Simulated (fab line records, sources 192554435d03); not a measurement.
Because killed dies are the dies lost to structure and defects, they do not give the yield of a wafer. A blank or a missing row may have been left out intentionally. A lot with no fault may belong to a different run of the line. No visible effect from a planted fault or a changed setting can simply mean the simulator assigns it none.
fab line records ; flow n5Finfet
[record] lots = 7; wafers = 19; lastDay = 18
route steps=1938 shown HKMG_FIN@457 GATE_CUT@465 BEOL_M4@1111
lots that met no fault: taken from a fault-free run of the same line
startH: start of the lot's first displayed wafer, in hours after the record's first day ; waitH: time in hours since the lot's previous step ; " unchanged from the row above ; L1.1+2: a single row standing in for several wafers ; - no value present, or no start provided ; * or withheld: withheld ; < > ~ a bound
route shown NAME@n: NAME is a module with steps in the file, n the number in the route of the first one ; usual: average and standard deviation across the fault-free wafers ; same: alike in all rows ; chamber/n: place in a boat ; sites: readings site by site ; _std_site: the values' standard deviation ; _edge_site: mean of outer sites minus mean of inner sites ; radiusMm: for every site, how far away it sits from the centre of the wafer ; mask NAME#n: copy n ; behind: the tool/chamber that last shaped the wafer ; hold: what put the lot on hold/how long, in hours/how the hold closed ; device: whichever transistor did not switch (one of n, p or np) ; end of line: tests of these same wafers at the route's end ; a step with no rows: only its recipe ; killed: count of dies lost to structure and defects at first sort (not the wafer's yield) ; map: per-die view of a wafer (x killed, . not killed, _ where there is no die)
set.NAME: setting as actually run; set.NAME@STEP: the setting as run at that earlier step ; model.NAME: the simulator's own value behind a step, which no gauge read
lots at selected steps of the route; one table per step, one row per wafer
services: a tool's chamber out of use, with start hour (startH, from the record's first day; less than 0 if before it), hours out, and reason
[[steps]]
[step N5_HKMG_FIN_ALD_72]
[recipe] material = W; targetThkA = 20; tempC = 300; pressureTorr = 7.5; aldPrecursorFamily = WF6; aldCoReactant = B2H6; pulseTimeS = 1; purgeTimeS = 2; coReactantPurgeTimeS = 2; coReactantPulseTimeS = 3; aldCycles = 7
[usual] heaterPowerW = 475/33; precursorPulseHeightRel = 0.999/0.02
lot.wafer;tool;chamber;startH;waitH;heaterPowerW;precursorPulseHeightRel;sinceWetCleanH
L282.2;cvdW-02;1;92.51;0.2;462;0.972;261
L282.5;cvdW-02;1;92.51;0.2;472;1.032;-
L282.6;cvdW-02;0;92.51;0.2;431;1.017;-
L283.2;cvdW-01;1;95.61;0.2;476;1.013;778
L283.4;cvdW-01;0;95.61;0.2;509;1.002;-
L283.5;cvdW-01;1;95.61;0.2;487;0.995;-
L288.2;cvdW-01;1;131.81;0.2;484;0.998;814
L288.3;cvdW-01;1;131.81;0.2;477;0.993;-
L288.4;cvdW-01;0;131.81;0.2;520;1.016;-
L295.1;cvdW-02;0;168.41;0.2;421;1.037;336
L295.4;cvdW-02;0;168.41;0.2;425;0.977;-
L295.6;cvdW-02;0;168.41;0.2;426;1.012;-
L300.2;cvdW-01;1;199.10;0.2;469;0.989;881
L300.6;cvdW-01;0;199.10;0.2;517;0.992;-
L301.1;cvdW-02;0;210.91;0.2;431;0.978;379
L301.6;cvdW-02;1;210.91;0.2;474;0.960;-
L303.1;cvdW-01;0;222.63;0.2;514;0.978;905
L303.5;cvdW-01;0;222.63;0.2;529;1.030;-
L303.6;cvdW-01;1;222.63;0.2;476;0.979;-
[step N5_HKMG_FIN_W_FILL_22]
[recipe] material = W; targetThkA = 600; tempC = 400; pressureTorr = 39.4; timeS = 18.2
[step N5_HKMG_FIN_PRECLEAN_83]
[recipe] chemistry = DIW; timeS = 57.5; tempC = 23
[step N5_HKMG_FIN_SRD_84]
[recipe] dryTimeS = 32; dry = n2Spin; spinRpm = 1500
[step N5_HKMG_FIN_CMP_23]
[recipe] stopOn = SiNx; tOverpolishS = 10; postCmpClean = rinseOnly; downForcePsi = 4; platenRpm = 50.289; padVelocityMS = 1.0006; targetThkNm = 46.326
[usual] motorCurrentA = 11.8/1.5; overpolishRunS = 10.000/0.0091; timeToEndpointS = 12.5/2
lot.wafer;tool;chamber;startH;waitH;motorCurrentA;overpolishRunS;timeToEndpointS
L282.2;cmp-04;0;92.97;0.3;12.2;10.005;11.8
L282.5;cmp-04;2;92.97;0.3;12.9;10.006;12.2
L282.6;cmp-04;3;92.97;0.3;12.2;10.001;15.3
L283.2;cmp-02;2;95.86;0.1;15.9;9.990;14.4
L283.4;cmp-02;0;95.86;0.1;9.7;9.982;13.5
L283.5;cmp-02;1;95.86;0.1;10.9;9.996;13.1
L288.4;cmp-04;1;131.99;0.0;11.9;9.986;10.5
L288.3;cmp-04;2;131.99;0.0;12.8;9.992;11.6
L288.2;cmp-04;0;131.99;0.0;11.5;10.005;10.6
L295.4;cmp-04;0;168.66;0.1;12.0;10.007;12.9
L295.1;cmp-04;1;168.66;0.1;12.1;9.988;12.4
L295.6;cmp-04;3;168.66;0.1;11.8;10.003;12.3
L300.2;cmp-01;0;199.36;0.1;13.5;9.979;10.8
L300.6;cmp-01;0;199.36;0.1;13.3;10.001;9.7
L301.1;cmp-04;0;211.17;0.1;11.9;9.992;12.5
L301.6;cmp-04;3;211.17;0.1;12.0;10.009;15.9
L303.1;cmp-04;2;223.04;0.3;12.3;9.996;10.6
L303.6;cmp-04;3;223.04;0.3;11.6;10.013;9.8
L303.5;cmp-04;0;223.04;0.3;11.6;10.022;9.7
[step N5_HKMG_FIN_CMP_94]
[recipe] stopOn = SiNx; postCmpClean = wDiluteNh4oh; tOverpolishS = 4.7; downForcePsi = 4; platenRpm = 50.289; padVelocityMS = 1.0006; targetThkNm = 43.299
[usual] motorCurrentA = 11.7/1.3
lot.wafer;tool;chamber;startH;waitH;motorCurrentA
L282.2;cmp-04;0;93.35;0.3;11.7
L282.5;cmp-04;2;93.35;0.3;12.6
L282.6;cmp-04;3;93.35;0.3;12.1
L283.2;cmp-02;2;96.29;0.3;15.4
L283.4;cmp-02;0;96.29;0.3;9.7
L283.5;cmp-02;1;96.29;0.3;10.5
L288.4;cmp-04;1;133.25;1.2;11.0
L288.3;cmp-04;2;133.25;1.2;12.8
L288.2;cmp-04;0;133.25;1.2;12.3
L295.4;cmp-04;0;169.09;0.3;11.8
L295.1;cmp-04;1;169.09;0.3;11.9
L295.6;cmp-04;3;169.09;0.3;12.0
L300.2;cmp-01;0;199.79;0.3;12.4
L300.6;cmp-01;0;199.79;0.3;12.3
L301.1;cmp-04;0;211.60;0.3;11.7
L301.6;cmp-04;3;211.60;0.3;12.0
L303.1;cmp-04;2;223.37;0.2;11.9
L303.6;cmp-04;3;223.37;0.2;11.8
L303.5;cmp-04;0;223.37;0.2;11.3
[step N5_HKMG_FIN_INSPECT_28]
[recipe] inspectInstrument = darkfield; mode = postCmp
[usual] rawDefectCount = 37/15
lot.wafer;tool;chamber;startH;waitH;rawDefectCount
L282.2;defectInspect-02;-;93.52;0.0;25
L282.5;defectInspect-02;-;93.52;0.0;30
L282.6;defectInspect-02;-;93.52;0.0;20
L283.2;defectInspect-01;-;96.49;0.0;25
L283.4;defectInspect-01;-;96.49;0.0;28
L283.5;defectInspect-01;-;96.49;0.0;21
L288.2;defectInspect-02;-;133.48;0.0;38
L288.3;defectInspect-02;-;133.48;0.0;39
L288.4;defectInspect-02;-;133.48;0.0;23
L295.1;defectInspect-02;-;169.29;0.0;49
L295.4;defectInspect-02;-;169.29;0.0;32
L295.6;defectInspect-02;-;169.29;0.0;48
L300.2;defectInspect-02;-;199.99;0.0;31
L300.6;defectInspect-02;-;199.99;0.0;61
L301.1;defectInspect-01;-;211.80;0.0;22
L301.6;defectInspect-01;-;211.80;0.0;38
L303.1;defectInspect-02;-;223.52;0.0;24
L303.5;defectInspect-02;-;223.52;0.0;23
L303.6;defectInspect-02;-;223.52;0.0;41
[step N5_GATE_CUT_ETCHBACK_00]
[recipe] chemistry = SF6/Cl2; target = W; pressureMtorr = 8; icpW = 900; biasW = 80; SF6_flow_sccm = 40; Cl2_flow_sccm = 60
[usual] drypumpMotorCurrentA = 5.7/0.33; oesProductAu = 0.78/0.11; rfFwdPowerW = 894/3.3; throttleValvePct = 27.51/0.19
lot.wafer;tool;chamber;startH;waitH;drypumpMotorCurrentA;oesProductAu;rfFwdPowerW;rfHoursCounterH;throttleValvePct
L282.2;rieMetal-03;0;93.55;0.0;6.0;0.71;889;72;27.27
L282.5;rieMetal-03;0;93.55;0.0;6.0;0.72;892;-;27.27
L282.6;rieMetal-03;1;93.55;0.0;5.8;0.64;892;-;27.84
L283.2;rieMetal-02;1;96.52;0.0;5.5;0.75;895;43;27.34
L283.4;rieMetal-02;0;96.52;0.0;5.4;0.91;895;-;27.67
L283.5;rieMetal-02;0;96.52;0.0;5.4;0.91;891;-;27.69
L288.2;rieMetal-02;0;133.52;0.0;5.4;0.90;898;11;27.67
L288.3;rieMetal-02;1;133.52;0.0;5.5;0.74;899;-;27.35
L288.4;rieMetal-02;0;133.52;0.0;5.4;0.90;894;-;27.69
L295.1;rieMetal-02;1;169.33;0.0;5.5;0.74;889;50;27.36
L295.4;rieMetal-02;1;169.33;0.0;5.5;0.75;893;-;27.36
L295.6;rieMetal-02;1;169.33;0.0;5.5;0.74;898;-;27.35
L300.2;rieMetal-01;0;200.02;0.0;5.7;0.96;897;5;27.45
L300.6;rieMetal-01;0;200.02;0.0;5.7;0.95;898;-;27.44
L301.1;rieMetal-03;0;211.83;0.0;6.0;0.70;895;80;27.29
L301.6;rieMetal-03;1;211.83;0.0;5.8;0.63;889;-;27.84
L303.1;rieMetal-03;0;223.55;0.0;6.0;0.69;898;81;27.28
L303.5;rieMetal-03;1;223.55;0.0;5.8;0.63;891;-;27.86
L303.6;rieMetal-03;0;223.55;0.0;6.0;0.70;899;-;27.29
[step N5_GATE_CUT_ETCH_56]
[recipe] chemistry = Cl2/Ar; target = TiN; targetDepthA = 216; pressureMtorr = 10; icpW = 600; biasW = 60; Cl2_flow_sccm = 40; Ar_flow_sccm = 60
[step N5_GATE_CUT_ETCHBACK_30]
[recipe] chemistry = Cl2/Ar; target = TiN; targetDepthA = 30; mode = isotropic; pressureMtorr = 10; icpW = 600; biasW = 60; Cl2_flow_sccm = 40; Ar_flow_sccm = 60
[step N5_GATE_CUT_VAPOR_ETCH_60]
[recipe] chemistry = BCl3/Cl2; target = HfO2; mode = isotropic
[step N5_GATE_CUT_ETCH_58]
[recipe] chemistry = CH3F/O2; target = SiNx; targetDepthA = 170; timeS = 128.6; ionEnergyEv = 50; pressureMtorr = 30; sourceW = 415; biasW = 21; Ar_flow_sccm = 150; CH3F_flow_sccm = 30; O2_flow_sccm = 20
[usual] CH3F_flow_sccm = 30.01/0.093; drypumpMotorCurrentA = 5.9/0.57; oesProductAu = 0.77/0.098; rfFwdPowerW = 413.6/1.3; rfVppV = 99.1/1; showerheadPlenumPTorr = 2.01/0.081; throttleValvePct = 16.32/0.23
lot.wafer;tool;chamber;startH;waitH;CH3F_flow_sccm;drypumpMotorCurrentA;oesProductAu;rfFwdPowerW;rfHoursCounterH;rfVppV;showerheadPlenumPTorr;throttleValvePct;model.etch.depthNm;model.SiNx_of_SDB_ALD_29.thkNm
L282.2;rieDiel-01;2;93.84;0.0;30.12;6.6;0.70;411.4;221;97.7;1.98;16.67;16.96;24.4
L282.5;rieDiel-01;1;93.84;0.0;30.03;4.7;0.69;413.7;-;97.4;2.06;16.66;16.83;24.6
L282.6;rieDiel-01;2;93.84;0.0;30.04;6.6;0.69;413.8;-;97.1;1.98;16.65;16.9;24.6
L283.2;rieDiel-03;3;96.81;0.0;30.14;6.4;0.68;415.6;244;99.0;1.89;16.42;16.63;24.8
L283.4;rieDiel-03;0;96.81;0.0;29.90;5.1;0.75;410.8;144;99.5;1.92;16.14;16.92;24.6
L283.5;rieDiel-03;1;96.81;0.0;29.97;6.1;0.74;413.3;-;98.5;2.09;16.36;16.66;24.8
L288.2;rieDiel-04;1;133.81;0.0;29.93;5.4;0.68;411.3;246;98.8;2.06;16.65;16.81;24.6
L288.3;rieDiel-04;0;133.81;0.0;29.96;5.3;0.78;414.5;142;98.7;2.09;16.45;16.99;24.6
L288.4;rieDiel-04;0;133.81;0.0;30.03;5.4;0.79;414.0;-;98.4;2.09;16.47;16.94;24.6
L295.1;rieDiel-01;1;169.62;0.0;30.05;4.7;0.98;414.1;2;100.2;2.05;16.21;20.41;24
L295.4;rieDiel-01;2;169.62;0.0;29.89;6.6;0.68;412.8;248;97.7;1.97;16.70;16.96;24.6
L295.6;rieDiel-01;0;169.62;0.0;29.98;5.8;0.95;414.9;-;99.9;2.12;16.00;20.44;24.2
L300.2;rieDiel-01;0;200.32;0.0;30.10;5.8;0.91;414.5;30;99.3;2.12;16.02;17.21;24.6
L300.6;rieDiel-01;3;200.32;0.0;29.91;6.2;0.77;412.5;-;98.8;1.93;16.14;20.21;24
L301.1;rieDiel-01;3;212.12;0.0;30.04;6.2;0.77;413.0;122;99.6;1.92;16.16;20.24;24.2
L301.6;rieDiel-01;2;212.12;0.0;30.11;6.6;0.97;415.1;-;99.5;1.97;16.25;20.62;24
L303.1;rieDiel-04;2;223.96;0.2;30.10;6.1;0.70;414.5;241;99.9;1.97;16.52;16.94;24.6
L303.5;rieDiel-04;2;223.96;0.2;30.01;6.1;0.70;413.4;-;99.5;1.97;16.52;16.93;24.6
L303.6;rieDiel-04;3;223.96;0.2;30.00;6.8;0.67;414.5;-;97.9;1.89;16.23;16.88;24.6
[step N5_GATE_CUT_STRIP_59]
[recipe] chemistry = N2/H2; timeS = 20; powerW = 100; tempC = 40; pressureMtorr = 100; rfFrequencyHz = 6e+07; biasPowerW = 3; n2FlowSccm = 300; h2FlowSccm = 300
[usual] biasPowerW = 3.001/0.0092; drypumpMotorCurrentA = 5.9/0.58; oesProductAu = 0.77/0.099; rfVppV = 45.2/0.92; showerheadPlenumPTorr = 3.38/0.13; throttleValvePct = 12.21/0.27
lot.wafer;tool;chamber;startH;waitH;biasPowerW;drypumpMotorCurrentA;oesProductAu;rfHoursCounterH;rfVppV;showerheadPlenumPTorr;throttleValvePct
L282.2;rieDiel-01;2;93.94;0.1;2.988;6.6;0.69;221;46.2;3.34;12.60
L282.5;rieDiel-01;1;93.94;0.1;2.983;4.7;0.69;-;47.4;3.47;12.57
L282.6;rieDiel-01;2;93.94;0.1;2.991;6.5;0.69;-;44.9;3.34;12.59
L283.2;rieDiel-03;3;96.92;0.1;3.014;6.5;0.69;244;44.0;3.19;12.36
L283.4;rieDiel-03;0;96.92;0.1;3.005;5.1;0.76;144;45.6;3.25;12.05
L283.5;rieDiel-03;1;96.92;0.1;3.004;6.1;0.75;-;46.5;3.53;12.23
L288.2;rieDiel-04;1;133.92;0.1;3.010;5.4;0.68;246;45.0;3.45;12.47
L288.3;rieDiel-04;0;133.92;0.1;3.017;5.3;0.79;142;46.1;3.52;12.37
L288.4;rieDiel-04;0;133.92;0.1;3.005;5.3;0.79;-;45.7;3.52;12.37
L295.1;rieDiel-01;1;169.72;0.1;3.006;4.7;0.96;2;45.7;3.46;11.99
L295.4;rieDiel-01;2;169.72;0.1;3.003;6.6;0.67;248;45.9;3.32;12.65
L295.6;rieDiel-01;0;169.72;0.1;3.008;5.9;0.94;-;45.2;3.58;11.81
L300.2;rieDiel-01;0;200.47;0.1;3.006;5.8;0.92;30;44.1;3.58;11.84
L300.6;rieDiel-01;3;200.47;0.1;2.993;6.3;0.77;-;43.4;3.26;12.06
L301.1;rieDiel-01;3;212.22;0.1;2.989;6.2;0.77;122;46.6;3.26;12.07
L301.6;rieDiel-01;2;212.22;0.1;3.007;6.6;0.96;-;42.9;3.32;12.05
L303.1;rieDiel-04;2;224.06;0.1;2.991;6.2;0.70;241;45.4;3.33;12.52
L303.5;rieDiel-04;2;224.06;0.1;2.990;6.1;0.70;-;46.1;3.33;12.54
L303.6;rieDiel-04;3;224.06;0.1;2.997;6.8;0.68;-;44.9;3.20;12.17
[step N5_BEOL_M4_RC_MEAS_101]
[usual] DIBL_N = 35.9/1.4; DIBL_P = 35.9/1.7; IOFF_N = 0.155/0.023; IOFF_P = 0.201/0.029; ION_N = 672/8.8; ION_P = 460/7; SS_N = 71.6/0.48; SS_P = 73.1/0.64; VT_N = 250.0/3; VT_P = -251.6/3
lot.wafer;tool;chamber;startH;waitH;DIBL_N[mV/V];DIBL_P[mV/V];IOFF_N[nA/um];IOFF_P[nA/um];ION_N[uA/um];ION_P[uA/um];SS_N[mV/dec];SS_P[mV/dec];VT_N[mV];VT_P[mV]
L282.2;prober-02;0;183.09;0.2;34.8;33.7;0.131;0.188;665;462;71.6;71.9;254.0;-249.1
L282.5;prober-02;0;183.09;0.2;35.7;34.9;0.139;0.206;666;462;71.8;73.1;251.4;-247.9
L282.6;prober-02;0;183.09;0.2;36.3;36.9;0.167;0.238;673;464;71.9;73.9;247.6;-244.8
L283.2;prober-02;0;194.47;0.2;37.3;36.8;0.160;0.201;665;460;71.9;73.2;251.1;-252.7
L283.4;prober-02;0;194.47;0.2;35.7;34.2;0.129;0.169;670;452;70.9;72.5;255.2;-253.7
L283.5;prober-02;0;194.47;0.2;34.6;33.3;0.116;0.159;660;453;71.2;72.6;257.5;-254.8
L288.2;prober-01;0;224.34;0.2;36.5;36.7;0.164;0.180;666;454;70.9;73.1;248.0;-254.2
L288.3;prober-01;0;224.34;0.2;39.5;40.3;0.239;0.238;688;459;72.3;74.1;241.2;-250.3
L288.4;prober-01;0;224.34;0.2;36.0;35.5;0.149;0.167;663;444;71.4;72.6;247.5;-255.5
L295.1;prober-02;0;274.33;0.0;36.0;36.6;0.150;0.225;664;461;71.5;73.4;249.7;-246.4
L295.4;prober-02;0;274.33;0.0;35.9;36.3;0.149;0.228;679;474;70.9;73.1;250.8;-247.4
L295.6;prober-02;0;274.33;0.0;36.1;37.4;0.154;0.236;666;459;71.6;73.0;252.0;-248.6
L300.2;prober-02;0;286.63;0.2;38.0;37.5;0.173;0.216;677;460;72.0;73.7;250.2;-250.7
L300.6;prober-02;0;286.63;0.2;38.2;38.5;0.185;0.237;686;463;72.3;72.9;247.8;-249.5
L301.1;prober-01;0;304.23;0.0;35.2;36.3;0.178;0.210;670;457;71.9;73.7;245.9;-247.7
L301.6;prober-01;0;304.23;0.0;34.4;35.6;0.162;0.198;666;454;71.1;73.4;247.2;-248.7
L303.1;prober-02;0;311.49;0.0;34.9;34.0;0.134;0.199;669;469;71.5;72.6;254.6;-251.2
L303.5;prober-02;0;311.49;0.0;35.8;34.6;0.145;0.206;670;463;72.1;73.7;249.8;-252.6
L303.6;prober-02;0;311.49;0.0;35.1;34.6;0.141;0.203;667;459;71.2;72.7;251.0;-249.2
[[services]]
tool;chamber;startH;hours;kind
cmp-02;-;70.03;10.8;pm
rieDiel-04;0;78.56;1.2;repair
cmp-02;-;86.24;0.6;repair
cmp-04;-;90.72;1.4;repair
cmp-01;-;91.32;4.6;pm
rieDiel-01;0;93.52;-;clean
rieMetal-02;0;119.16;12.5;repair
cmp-01;-;120.55;1.3;repair
rieDiel-03;-;123.29;14.6;pm
cvdW-02;0;123.91;13.2;repair
rieDiel-04;2;124.85;24.6;repair
cmp-02;-;129.62;4.0;pm
cmp-04;-;151.66;0.4;repair
cmp-04;-;160.56;1.0;repair
rieDiel-04;0;161.53;6.6;repair
cmp-04;-;163.28;0.5;repair
cmp-02;-;163.61;2.4;repair
rieDiel-03;1;175.27;12.3;repair
cmp-02;-;184.71;0.3;repair
rieDiel-04;3;193.45;8.9;repair
rieDiel-04;-;211.67;2.8;pm
cmp-02;-;214.46;3.9;repair
rieDiel-01;-;217.33;9.7;repair
rieDiel-04;-;217.33;2.1;repair
[[key]]
firstSign none at tools or gauges
[modelEffect] step = N5_GATE_CUT_ETCH_58; value = etch.depthNm; without = 17.3; struck = 20.38
metAt N5_GATE_CUT_ETCH_58
struckWafers L295.1,L295.6,L300.6,L301.1,L301.6
onsetBetween 93.84 169.62
[fault] kind = processParameterDrift; tool = rieDiel-01; chamber = -; onsetH = 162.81; steps = N5_GATE_CUT_ETCH_58; channel = timeS; offset = *; shape = step; endH = 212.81; scope = struckWafersOnly; actsIn = *; stated = *
